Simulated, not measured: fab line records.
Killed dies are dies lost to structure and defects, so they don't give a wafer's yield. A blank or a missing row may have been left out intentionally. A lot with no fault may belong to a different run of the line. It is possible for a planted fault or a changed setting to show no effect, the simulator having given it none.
fab line records	flow n5-finfet
record: lots: 5	wafers: 15	last-day: 17
route steps=1938 shown SD_EPI_N@266 BEOL_M4@1111 PASSIVATION@1936
lots untouched by any fault: they come from a run of this same line in which no faults occurred
start-h: start of the lot's first displayed wafer, in hours after the record's first day	wait-h: hours from the lot's prior step to this one	" repeats the value in the row above	L1.1+2: several wafers, shown together as one row	- no value, or no start given	* or withheld: withheld	< > ~ a bound
route shown NAME@n: names a module that has steps shown in the file, with the first one's number in the route	usual: mean/standard deviation taken from wafers without a fault	same: alike in all rows	chamber/n: place in a boat	sites: per-site readings	_std_site: how widely they spread, as a standard deviation	_edge_site: outer sites' mean less inner sites'	radius-mm: how far each site lies from the wafer's centre	mask NAME#n: copy n	behind: the tool/chamber that last shaped the wafer	hold: the reason the lot was held/the length of the hold in hours/how it ended	device: the n, p or np transistor that did not switch	end of line: the tests these same wafers got at the end of their route	step lacking rows: just its recipe	killed: count of dies lost to structure and defects at first sort (not the wafer's yield)	map: dies across one wafer; x = killed, . = not, _ = none there
set.NAME: the run value of the setting; set.NAME@STEP: its run value at that earlier step	model.NAME: the simulator's own value behind a step, which no gauge read
certain route steps with their lots: each step a table, each wafer a row
services: the hour from which a tool's chamber was out of use, counted from the record's first day as start-h (under 0 if before that day), plus the number of hours and why
== steps ==
step: N5_SD_EPI_N_SOFTBAKE_04
recipe: temp-c: 110	time-s: 60	resist: CAR-ArF-block
step: N5_SD_EPI_N_EXPOSE_06
recipe: mask-id: SD_N_BLK	na: 1.35	source-shape: conventional	sigma-outer: 0.8	polarization: unpolarized	target-cd-nm: 120	dose-mj: 39.75
step: N5_SD_EPI_N_PEB_07
recipe: peb-temp-c: 110	peb-time-s: 60	resist: CAR-ArF-block
step: N5_SD_EPI_N_DEVELOP_08
recipe: develop-time-s: 30	developer: TMAH	resist: CAR-ArF-block	dev-temp-c: 23	rinse-liquid: diw	dry: air-spin
step: N5_SD_EPI_N_CD_MEAS_09
recipe: target-cd-nm: 120	landing-energy-ev: 500	detector: se-inlens
usual: cd-nm: 119.8/0.65
lot.wafer	tool	chamber	start-h	wait-h	cd-nm
L802.1	cd-sem-02	0	76.99	-	118.5
L802.2	"	0	"	"	118.4
L802.3	"	0	"	"	118.8
L809.1	cd-sem-03	0	123.63	-	120.0
L809.4	"	0	"	"	120.6
L809.5	"	0	"	"	119.9
L813.2	cd-sem-02	0	145.09	-	119.7
L813.3	"	0	"	"	119.0
L813.6	"	0	"	"	119.9
L815.1	cd-sem-02	0	157.22	-	120.2
L815.3	"	0	"	"	120.3
L815.5	"	0	"	"	121.2
L818.1	cd-sem-02	0	173.97	-	119.9
L818.5	"	0	"	"	119.5
L818.6	"	0	"	"	118.9
step: N5_SD_EPI_N_OVL_MEAS_10
recipe: points-per-wafer: 44
usual: SD_N_BLK_OVL: -0.2/0.69
lot.wafer	tool	chamber	start-h	wait-h	SD_N_BLK_OVL[nm]
L802.1	overlay-01	0	77.02	0.0	0.4
L802.2	"	0	"	"	-0.1
L802.3	"	0	"	"	-0.3
L809.1	overlay-02	0	123.66	0.0	-0.9
L809.4	"	0	"	"	-0.7
L809.5	"	0	"	"	-0.7
L813.2	overlay-01	0	145.12	0.0	-0.7
L813.3	"	0	"	"	-0.2
L813.6	"	0	"	"	-0.4
L815.1	overlay-02	0	157.25	0.0	0.5
L815.3	"	0	"	"	1.0
L815.5	"	0	"	"	0.5
L818.1	overlay-02	0	174.00	0.0	-1.1
L818.5	"	0	"	"	-0.3
L818.6	"	0	"	"	-0.3
step: N5_SD_EPI_N_INSPECT_11
recipe: mode: adi	inspect-instrument: macro
usual: raw-defect-count: 2.2/1.5
lot.wafer	tool	chamber	start-h	wait-h	raw-defect-count
L802.1	defect-inspect-01	-	77.05	0.0	3
L802.2	"	-	"	"	3
L802.3	"	-	"	"	2
L809.1	defect-inspect-01	-	123.68	0.0	0
L809.4	"	-	"	"	0
L809.5	"	-	"	"	0
L813.2	defect-inspect-01	-	145.15	0.0	3
L813.3	"	-	"	"	0
L813.6	"	-	"	"	1
L815.1	defect-inspect-01	-	157.27	0.0	1
L815.3	"	-	"	"	4
L815.5	"	-	"	"	2
L818.1	defect-inspect-02	-	174.03	0.0	3
L818.5	"	-	"	"	1
L818.6	"	-	"	"	4
step: N5_SD_EPI_N_DESCUM_14
recipe: chemistry: O2	time-s: 7.9	source-power-w: 50	bias-power-w: 20	pressure-mtorr: 20	rf-frequency-hz: 2.712e+07	temp-c: 40	resist: CAR-ArF-block	o2-flow-sccm: 225
usual: drypump-motor-current-A: 5.8/0.43	oes-product-au: 0.78/0.088	rf-vpp-V: 242.7/1.5	showerhead-plenum-p-Torr: 2.08/0.095	throttle-valve-pct: 20.45/0.25
lot.wafer	tool	chamber	start-h	wait-h	drypump-motor-current-A	oes-product-au	rf-hours-counter-h	rf-vpp-V	showerhead-plenum-p-Torr	throttle-valve-pct
L802.1	rie-diel-04	0	77.08	0.0	5.5	0.69	232	244.3	2.17	20.42
L802.2	"	2	"	"	6.2	0.72	180	242.4	2.03	20.95
L802.3	"	3	"	"	5.3	0.73	213	240.5	1.98	20.43
L809.1	rie-diel-04	0	123.75	0.1	5.5	0.68	247	245.5	2.17	20.42
L809.4	"	2	"	"	6.2	0.70	-	239.7	2.02	20.97
L809.5	"	0	"	"	5.5	0.68	-	244.1	2.17	20.44
L813.2	rie-diel-03	2	145.18	0.0	5.1	0.81	112	242.5	1.99	20.15
L813.3	"	3	"	"	5.3	0.71	196	242.1	2.07	20.41
L813.6	"	1	"	"	6.0	0.78	-	242.4	2.02	20.74
L815.1	rie-diel-03	0	157.53	0.3	5.5	0.89	35	245.7	2.26	20.41
L815.3	"	1	"	"	6.0	0.78	125	243.2	2.02	20.76
L815.5	"	0	"	"	5.5	0.90	-	244.6	2.26	20.41
L818.1	rie-diel-05	3	174.06	0.0	6.0	0.83	99	245.1	2.21	20.30
L818.5	"	3	"	"	6.0	0.82	-	245.2	2.20	20.32
L818.6	"	2	"	"	6.3	0.75	-	241.6	1.99	20.20
step: N5_SD_EPI_N_ETCH_34
recipe: chemistry: CF4	target: SiARC	target-depth-a: 455	mask-material: CAR-ArF-block	time-s: 75.8	ion-energy-ev: 80	pressure-mtorr: 40	source-w: 545	bias-w: 36	Ar_flow_sccm: 100	cf4-flow-sccm: 100	ends: cleared
usual: bias-w: 36.00/0.11	drypump-motor-current-A: 5.8/0.43	etch-rf-on-time-s: 75/3	oes-product-au: 0.67/0.077	rf-vpp-V: 183.8/1.4	showerhead-plenum-p-Torr: 2.12/0.086	throttle-valve-pct: 15.59/0.23
lot.wafer	tool	chamber	start-h	wait-h	bias-w	drypump-motor-current-A	etch-rf-on-time-s	oes-product-au	rf-hours-counter-h	rf-vpp-V	showerhead-plenum-p-Torr	throttle-valve-pct
L802.1	rie-diel-04	0	77.12	0.0	36.13	5.5	74	0.61	232	185.8	2.17	15.45
L802.2	"	2	"	"	36.03	6.1	77	0.61	181	182.2	2.04	15.88
L802.3	"	3	"	"	36.21	5.3	72	0.64	213	183.4	2.03	15.64
L809.1	rie-diel-04	0	123.78	0.0	36.00	5.5	76	0.60	247	186.1	2.17	15.48
L809.4	"	2	"	"	35.99	6.2	77	0.60	-	184.0	2.04	15.91
L809.5	"	0	"	"	36.15	5.5	76	0.59	-	186.2	2.17	15.49
L813.2	rie-diel-03	2	145.21	0.0	35.98	5.2	73	0.69	112	184.0	2.07	15.54
L813.3	"	3	"	"	36.02	5.3	74	0.62	196	183.5	2.13	15.79
L813.6	"	1	"	"	35.96	6.0	74	0.67	-	183.0	2.08	15.93
L815.1	rie-diel-03	0	157.57	0.0	35.85	5.5	70	0.79	35	187.7	2.27	15.28
L815.3	"	1	"	"	36.03	6.1	75	0.66	125	184.0	2.08	15.92
L815.5	"	0	"	"	35.93	5.5	71	0.78	-	185.3	2.27	15.29
L818.1	rie-diel-05	3	174.10	0.0	35.86	5.9	73	0.71	99	185.5	2.25	15.43
L818.5	"	3	"	"	35.92	5.9	73	0.71	-	185.1	2.25	15.43
L818.6	"	2	"	"	36.00	6.3	76	0.64	-	182.6	2.05	15.49
step: N5_SD_EPI_N_ETCH_35
recipe: chemistry: N2/H2	target: SOC	overetch-a: 1080	mask-material: SiARC	temp-c: 40	ion-energy-ev: 100	source-w: 3000	bias-w: 133	pressure-mtorr: 20	time-s: 486	n2-flow-sccm: 200	h2-flow-sccm: 200
usual: bias-w: 133.1/0.42	drypump-motor-current-A: 5.8/0.43	oes-product-au: 0.70/0.07	rf-vpp-V: 240.3/1.6	showerhead-plenum-p-Torr: 2.51/0.12	throttle-valve-pct: 23.74/0.2
lot.wafer	tool	chamber	start-h	wait-h	bias-w	drypump-motor-current-A	oes-product-au	rf-hours-counter-h	rf-vpp-V	showerhead-plenum-p-Torr	throttle-valve-pct
L802.1	rie-diel-04	0	77.17	0.0	133.0	5.5	0.64	232	243.0	2.61	23.79
L802.2	"	2	"	"	133.2	6.2	0.65	181	240.3	2.42	24.17
L802.3	"	3	"	"	133.1	5.3	0.66	214	237.7	2.40	23.66
L809.1	rie-diel-04	0	123.84	0.0	133.0	5.5	0.62	247	241.2	2.61	23.81
L809.4	"	2	"	"	133.0	6.2	0.63	-	237.6	2.41	24.20
L809.5	"	0	"	"	134.0	5.5	0.62	-	242.0	2.61	23.81
L813.2	rie-diel-03	2	145.27	0.0	132.7	5.2	0.72	112	237.9	2.45	23.63
L813.3	"	3	"	"	133.0	5.4	0.64	196	238.6	2.52	23.73
L813.6	"	1	"	"	132.7	6.0	0.69	-	241.0	2.41	23.65
L815.1	rie-diel-03	0	157.63	0.0	132.9	5.5	0.79	35	242.8	2.69	23.45
L815.3	"	1	"	"	132.8	6.0	0.69	125	240.3	2.41	23.66
L815.5	"	0	"	"	133.4	5.5	0.79	-	243.0	2.69	23.46
L818.1	rie-diel-05	3	174.15	0.0	133.2	5.9	0.72	99	242.8	2.70	23.90
L818.5	"	3	"	"	133.3	5.9	0.73	-	242.4	2.70	23.91
L818.6	"	2	"	"	133.4	6.3	0.66	-	239.5	2.45	23.68
step: N5_SD_EPI_N_STRIP_36
recipe: chemistry: N2/H2	temp-c: 40	n2-flow-sccm: 200	h2-flow-sccm: 200	rf-frequency-hz: 6e+07
step: N5_SD_EPI_N_ETCHBACK_44
recipe: chemistry: CH3F/O2	mode: anisotropic-etchback	target: SiNx	target-depth-a: 145	stop-on: SiO2	over-etch-frac: 0.3	ion-energy-ev: 120	pressure-mtorr: 30	source-w: 395	bias-w: 73	Ar_flow_sccm: 150	CH3F_flow_sccm: 30	O2_flow_sccm: 20
usual: CH3F_flow_sccm: 29.99/0.083	bias-w: 73.00/0.21	drypump-motor-current-A: 5.8/0.43	oes_ar_750_au: 0.78/0.083	oes-product-au: 0.66/0.066	rf-vpp-V: 300/6.2	showerhead-plenum-p-Torr: 1.98/0.088	throttle-valve-pct: 16.33/0.21
lot.wafer	tool	chamber	start-h	wait-h	CH3F_flow_sccm	bias-w	drypump-motor-current-A	oes_ar_750_au	oes-product-au	rf-hours-counter-h	rf-vpp-V	showerhead-plenum-p-Torr	throttle-valve-pct
L802.1	rie-diel-04	0	77.50	0.0	29.99	73.00	5.5	0.72	0.61	232	295	2.04	16.22
L802.2	"	2	"	"	29.96	72.72	6.1	0.73	0.62	181	284	1.91	16.65
L802.3	"	3	"	"	30.04	73.09	5.3	0.75	0.62	214	297	1.90	16.45
L809.1	rie-diel-04	0	124.16	0.0	29.99	73.10	5.5	0.72	0.60	247	293	2.04	16.25
L809.4	"	2	"	"	29.91	73.47	6.1	0.72	0.62	-	283	1.90	16.67
L809.5	"	0	"	"	29.87	73.38	5.5	0.72	0.60	-	294	2.04	16.26
L813.2	rie-diel-03	2	145.60	0.0	29.88	73.14	5.2	0.81	0.68	112	302	1.94	16.34
L813.3	"	3	"	"	30.11	73.19	5.3	0.74	0.61	196	296	1.97	16.36
L813.6	"	1	"	"	30.01	73.32	6.0	0.78	0.66	-	298	1.94	16.69
L815.1	rie-diel-03	0	157.95	0.0	30.03	72.80	5.5	0.90	0.75	36	300	2.14	16.11
L815.3	"	1	"	"	29.98	72.84	6.1	0.77	0.66	125	298	1.94	16.72
L815.5	"	0	"	"	29.98	72.71	5.5	0.90	0.74	-	299	2.14	16.07
L818.1	rie-diel-05	3	174.48	0.0	30.01	72.75	5.9	0.83	0.70	99	298	2.11	16.24
L818.5	"	3	"	"	30.20	73.00	5.9	0.83	0.70	-	298	2.11	16.24
L818.6	"	2	"	"	30.09	73.27	6.2	0.73	0.63	-	299	1.91	16.23
step: N5_SD_EPI_N_ETCH_45
recipe: chemistry: CH3F/O2	target: SiOCN	target-depth-a: 60	mask-material: SOC	ion-energy-ev: 60	bias-w: 29	pressure-mtorr: 15	source-w: 410	Ar_flow_sccm: 150	CH3F_flow_sccm: 30	O2_flow_sccm: 20
usual: CH3F_flow_sccm: 30.01/0.082	bias-w: 29.00/0.085	drypump-motor-current-A: 5.8/0.43	oes-product-au: 0.78/0.087	rf-vpp-V: 127.3/1.1	showerhead-plenum-p-Torr: 1.97/0.088	throttle-valve-pct: 23.28/0.22
lot.wafer	tool	chamber	start-h	wait-h	CH3F_flow_sccm	bias-w	drypump-motor-current-A	oes-product-au	rf-hours-counter-h	rf-vpp-V	showerhead-plenum-p-Torr	throttle-valve-pct	model.etch.depth-nm
L802.1	rie-diel-04	0	77.60	0.1	30.09	29.09	5.5	0.71	232	127.0	2.04	22.95	5.936
L802.2	"	2	"	"	30.00	29.00	6.1	0.71	181	127.3	1.90	23.60	5.839
L802.3	"	3	"	"	29.95	29.04	5.3	0.74	214	125.6	1.90	23.37	6.195
L809.1	rie-diel-04	0	124.26	0.1	30.09	29.10	5.5	0.69	247	128.5	2.03	22.99	5.885
L809.4	"	2	"	"	29.94	29.01	6.1	0.70	-	126.9	1.90	23.62	2.57
L809.5	"	0	"	"	30.23	29.14	5.5	0.70	-	128.8	2.03	22.98	2.645
L813.2	rie-diel-03	2	145.70	0.1	29.96	29.07	5.2	0.81	112	126.5	1.93	23.36	6.176
L813.3	"	3	"	"	30.10	29.06	5.3	0.73	196	129.0	1.96	23.14	5.956
L813.6	"	1	"	"	29.88	29.04	6.1	0.79	-	126.7	1.94	23.76	6.121
L815.1	rie-diel-03	0	158.05	0.1	29.95	28.93	5.5	0.90	36	128.6	2.13	23.19	6.332
L815.3	"	1	"	"	29.99	28.99	6.1	0.78	125	127.8	1.94	23.75	6.115
L815.5	"	0	"	"	29.93	29.04	5.5	0.90	-	128.4	2.13	23.18	6.3
L818.1	rie-diel-05	3	174.58	0.1	29.99	29.03	6.0	0.83	99	127.8	2.11	23.30	6.154
L818.5	"	3	"	"	30.10	29.02	5.9	0.82	-	128.4	2.11	23.29	6.136
L818.6	"	2	"	"	30.04	28.88	6.3	0.74	-	127.1	1.90	23.06	6.024
step: N5_SD_EPI_N_ETCH_16
recipe: chemistry: CHF3/O2	target: SiO2	target-depth-a: 50	mask-material: SOC	pressure-mtorr: 30	source-w: 650	bias-w: 170	Ar_flow_sccm: 200	CHF3_flow_sccm: 50	O2_flow_sccm: 5	ion-energy-ev: 200
usual: bias-w: 170.1/0.51	drypump-motor-current-A: 5.8/0.43	oes_ar_750_au: 0.78/0.082	oes-product-au: 0.78/0.088	rf-vpp-V: 528/11	showerhead-plenum-p-Torr: 2.38/0.1	throttle-valve-pct: 18.89/0.21
lot.wafer	tool	chamber	start-h	wait-h	bias-w	drypump-motor-current-A	oes_ar_750_au	oes-product-au	rf-hours-counter-h	rf-vpp-V	showerhead-plenum-p-Torr	throttle-valve-pct
L802.1	rie-diel-04	0	77.70	0.1	169.9	5.5	0.73	0.71	232	517	2.46	18.70
L802.2	"	2	"	"	169.5	6.2	0.73	0.71	181	501	2.30	19.19
L802.3	"	3	"	"	170.6	5.3	0.75	0.74	214	526	2.30	18.98
L809.1	rie-diel-04	0	124.36	0.1	170.9	5.5	0.72	0.69	247	517	2.45	18.74
L809.4	"	2	"	"	169.7	6.1	0.72	0.70	-	500	2.30	19.22
L809.5	"	0	"	"	169.9	5.5	0.72	0.69	-	517	2.45	18.74
L813.2	rie-diel-03	2	145.80	0.1	169.3	5.2	0.80	0.83	112	533	2.35	18.97
L813.3	"	3	"	"	170.5	5.3	0.74	0.73	196	523	2.37	18.88
L813.6	"	1	"	"	169.7	6.0	0.77	0.79	-	524	2.35	19.33
L815.1	rie-diel-03	0	158.15	0.1	170.3	5.5	0.90	0.89	36	526	2.57	18.69
L815.3	"	1	"	"	169.8	6.1	0.77	0.77	125	524	2.35	19.31
L815.5	"	0	"	"	170.9	5.5	0.89	0.90	-	527	2.57	18.70
L818.1	rie-diel-05	3	174.68	0.1	171.2	6.0	0.82	0.82	99	527	2.54	18.80
L818.5	"	3	"	"	169.2	5.9	0.82	0.84	-	526	2.54	18.81
L818.6	"	2	"	"	170.1	6.3	0.73	0.74	-	529	2.31	18.75
step: N5_BEOL_M4_RC_MEAS_101
usual: DIBL_N: 35.0/2.4	DIBL_P: 35.4/2.8	IOFF_N: 0.14/0.045	IOFF_P: 0.20/0.048	ION_N: 667/19	ION_P: 460/11	SS_N: 71.2/0.71	SS_P: 73.1/0.86	VT_N: 252/4.6	VT_P: -251/3.4
lot.wafer	tool	chamber	start-h	wait-h	DIBL_N[mV/V]	DIBL_P[mV/V]	IOFF_N[nA/um]	IOFF_P[nA/um]	ION_N[uA/um]	ION_P[uA/um]	SS_N[mV/dec]	SS_P[mV/dec]	VT_N[mV]	VT_P[mV]
L802.1	prober-02	0	195.73	0.0	34.9	35.8	0.16	0.21	684	469	71.4	73.3	249	-248
L802.2	"	0	"	"	35.5	35.6	0.18	0.22	697	476	70.5	73.4	247	-249
L802.3	"	0	"	"	33.9	34.2	0.15	0.19	687	471	70.2	73.1	249	-249
L809.1	prober-02	0	238.73	0.0	33.7	34.7	0.12	0.18	647	454	71.2	72.9	253	-249
L809.4	"	0	"	"	34.9	36.1	0.14	0.21	645	456	71.8	73.1	251	-251
L809.5	"	0	"	"	31.6	33.2	0.09	0.17	631	444	70.6	72.7	259	-252
L813.2	prober-02	0	256.76	0.2	37.0	36.9	0.17	0.25	680	467	71.5	73.6	249	-248
L813.3	"	0	"	"	34.7	34.6	0.13	0.21	660	462	71.1	73.1	252	-247
L813.6	"	0	"	"	33.8	33.5	0.11	0.19	655	458	71.1	72.2	254	-249
L815.1	prober-02	0	281.87	0.0	33.3	33.2	0.12	0.18	674	467	71.2	72.3	253	-253
L815.3	"	0	"	"	35.8	35.9	0.15	0.21	665	457	71.1	72.7	251	-249
L815.5	"	0	"	"	35.5	35.8	0.13	0.21	646	449	71.6	72.9	253	-251
L818.1	prober-02	0	283.67	0.0	32.4	32.4	0.09	0.14	633	442	70.3	71.4	261	-255
L818.5	"	0	"	"	38.1	40.2	0.18	0.25	683	473	72.2	74.4	248	-250
L818.6	"	0	"	"	36.0	37.3	0.14	0.20	685	469	71.5	73.2	254	-253
step: N5_PASSIVATION_PROBE_49
usual: defect-limited-yield: 91.7/1.4	killed_at_M0_to_M3: 32/9.7	killed_at_M4_up: 14/5.5	killed-at-contacts: 13/6.1	killed-at-front-end: 35/10	killed-at-other: 4.2/2.9	killed-dies: 98/17	killed-open: 63/12	killed-short: 32/7.7	sort_bin_5_function: 4.8/0.9	sort_bin_6_memory: 3.1/0.63	sort_bin_8_speed: 1/3.3	sort-n-pass: 1073/41	sort-yield-pct: 91/3.5
same: gross-dies: 1180	killed-at-back-side: 0	sort_bin_4_leakage[%]: 0
lot.wafer	tool	chamber	start-h	wait-h	defect-limited-yield[%]	killed_at_M0_to_M3	killed_at_M4_up	killed-at-contacts	killed-at-front-end	killed-at-other	killed-dies	killed-open	killed-short	sort_bin_5_function[%]	sort_bin_6_memory[%]	sort_bin_8_speed[%]	sort-n-pass	sort-yield-pct[%]
L802.2	prober-01	-	292.32	0.1	93.4	26	9	9	33	1	78	58	15	4.2	1.7	0	1102	93
L809.1	prober-02	-	346.88	0.0	86.9	43	15	35	57	5	155	103	44	7.9	4.2	0	1025	87
L809.4	prober-02	-	347.03	0.2	90.9	30	17	9	49	2	107	61	34	5.0	2.9	0	1073	91
L809.5	prober-02	-	347.08	0.2	91.4	34	13	7	45	2	101	67	33	5.1	2.7	15	906	77
L813.2	prober-02	-	372.03	0.1	93.9	15	17	10	29	1	72	44	25	3.6	2.4	0	1108	94
L813.3	prober-02	-	372.08	0.2	92.7	23	14	8	36	5	86	45	35	3.9	2.7	0	1094	93
L813.6	prober-02	-	372.23	0.3	89.9	47	21	12	39	0	119	72	36	5.6	3.5	0	1061	90
L815.1	prober-02	-	394.56	0.0	91.3	30	10	22	37	4	103	67	26	5.2	2.8	0	1077	91
L815.3	prober-02	-	394.66	0.1	92.1	20	13	14	41	5	93	60	26	4.4	2.6	0	1087	92
L815.5	prober-02	-	394.76	0.2	93.8	29	3	14	19	8	73	48	24	3.9	1.9	0	1107	94
killed by level:class
L802.2 STI_FIN_REVEAL:geometric-particle:open=15 MOL_CONTACT_COAG:geometric-particle:open=8 BEOL_M2:geometric-particle:open=7 BEOL_M3:geometric-particle:open=6 HKMG_FIN:area-etch=5 BEOL_M0_SAQP:geometric-particle:open=4 BEOL_M4:geometric-particle:open=4 DUMMY_GATE:geometric-particle:open=3
L809.1 MOL_CONTACT_COAG:geometric-particle:open=29 STI_FIN_REVEAL:geometric-particle:open=17 BEOL_M1:geometric-particle:open=10 BEOL_M0_SAQP:geometric-particle:short=9 STI_FIN_REVEAL:geometric-particle:short=7 BEOL_M6:geometric-particle:open=7 BEOL_M3:geometric-particle:open=7 MOL_CONTACT_COAG:geometric-particle:short=6
L809.4 STI_FIN_REVEAL:geometric-particle:open=11 GATE_CUT:geometric-particle:short=9 BEOL_M3:geometric-particle:open=8 MOL_CONTACT_COAG:geometric-particle:open=8 BEOL_M0_SAQP:geometric-particle:short=7 BEOL_M0_SAQP:geometric-particle:open=7 HKMG_FIN:area-etch=7 FIN_SAQP:geometric-particle:short=6
L809.5 STI_FIN_REVEAL:geometric-particle:open=12 BEOL_M0_SAQP:geometric-particle:open=10 BEOL_M0_SAQP:geometric-particle:short=8 GATE_CUT:geometric-particle:short=7 MOL_CONTACT_COAG:geometric-particle:open=6 BEOL_M5:geometric-particle:open=6 FIN_SAQP:geometric-particle:open=5 FIN_SAQP:geometric-particle:short=5
L813.2 BEOL_M4:geometric-particle:open=12 MOL_CONTACT_COAG:geometric-particle:open=7 FIN_SAQP:geometric-particle:short=6 FIN_SAQP:geometric-particle:open=5 GATE_CUT:geometric-particle:short=5 BEOL_M0_SAQP:geometric-particle:short=4 BEOL_M3:geometric-particle:open=4 GATE_CUT:geometric-particle:open=3
L813.3 MOL_CONTACT_COAG:geometric-particle:open=7 BEOL_M0_SAQP:geometric-particle:short=7 BEOL_M0_SAQP:geometric-particle:open=6 BEOL_M4:geometric-particle:open=6 STARTING-WAFER:geometric-particle:short=5 HKMG_FIN:area-etch=5 FIN_SAQP:geometric-particle:open=4 DUMMY_GATE:geometric-particle:open=4
L813.6 BEOL_M3:geometric-particle:open=10 MOL_CONTACT_COAG:geometric-particle:open=9 BEOL_M0_SAQP:geometric-particle:short=9 HKMG_FIN:area-etch=9 BEOL_M0_SAQP:geometric-particle:open=8 BEOL_M2:geometric-particle:open=8 FIN_SAQP:geometric-particle:short=5 BEOL_M5:geometric-particle:open=5
L815.1 MOL_CONTACT_COAG:geometric-particle:open=18 FIN_SAQP:geometric-particle:open=14 BEOL_M0_SAQP:geometric-particle:short=9 HKMG_FIN:area-etch=8 BEOL_M1:geometric-particle:open=7 BEOL_M0_SAQP:geometric-particle:open=5 MOL_CONTACT_COAG:geometric-particle:short=4 BEOL_M4:geometric-particle:open=4
L815.3 MOL_CONTACT_COAG:geometric-particle:open=13 FIN_SAQP:geometric-particle:open=12 BEOL_M0_SAQP:geometric-particle:short=7 HKMG_FIN:area-etch=6 BEOL_M1:geometric-particle:open=5 STARTING-WAFER:geometric-particle:open=5 FIN_SAQP:geometric-particle:short=4 DUMMY_GATE:geometric-particle:short=3
L815.5 MOL_CONTACT_COAG:geometric-particle:open=10 STI_FIN_REVEAL:geometric-particle:open=6 BEOL_M0_SAQP:geometric-particle:short=5 BEOL_M1:geometric-particle:open=5 BEOL_M3:geometric-particle:open=5 MOL_CONTACT_COAG:geometric-particle:short=4 BEOL_M0_SAQP:geometric-particle:open=4 GATE_CUT:geometric-particle:short=3
== services ==
tool	chamber	start-h	hours	kind
rie-diel-04	1	61.88	9.0	repair
rie-diel-03	2	66.09	10.9	repair
rie-diel-04	2	79.40	6.3	repair
rie-diel-03	1	106.97	6.5	repair
rie-diel-04	1	122.19	9.0	repair
rie-diel-05	0	125.61	4.7	repair
rie-diel-05	0	130.41	-	clean
rie-diel-05	0	130.41	-	consumable-replace:focus-ring
rie-diel-05	0	130.41	26.4	scheduled-down
rie-diel-05	0	130.41	26.4	vent-cycle
rie-diel-04	0	131.49	-	clean
rie-diel-04	0	131.49	-	consumable-replace:focus-ring
rie-diel-04	0	131.49	13.1	scheduled-down
rie-diel-04	0	131.49	13.1	vent-cycle
rie-diel-05	1	160.41	-	clean
rie-diel-05	1	160.41	-	consumable-replace:focus-ring
rie-diel-05	1	160.41	-	consumable-replace:showerhead
rie-diel-05	1	160.41	34.7	scheduled-down
rie-diel-05	1	160.41	34.7	vent-cycle
== key ==
first-sign none at tools or gauges
model-effect: step: N5_SD_EPI_N_ETCH_45	value: etch.depth-nm	without: 5.787	struck: 2.608
met-at N5_SD_EPI_N_ETCH_45
struck-wafers L809.4,L809.5
onset-between 77.60 124.26
fault: kind: process-parameter-drift	tool: rie-diel-04	chamber: -	onset-h: 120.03	steps: N5_SD_EPI_N_ETCH_45	channel: target-depth-a	offset: -32.964	shape: step	end-h: 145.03	scope: struck-wafers-only	acts-in: these-recipes-only	stated: 60
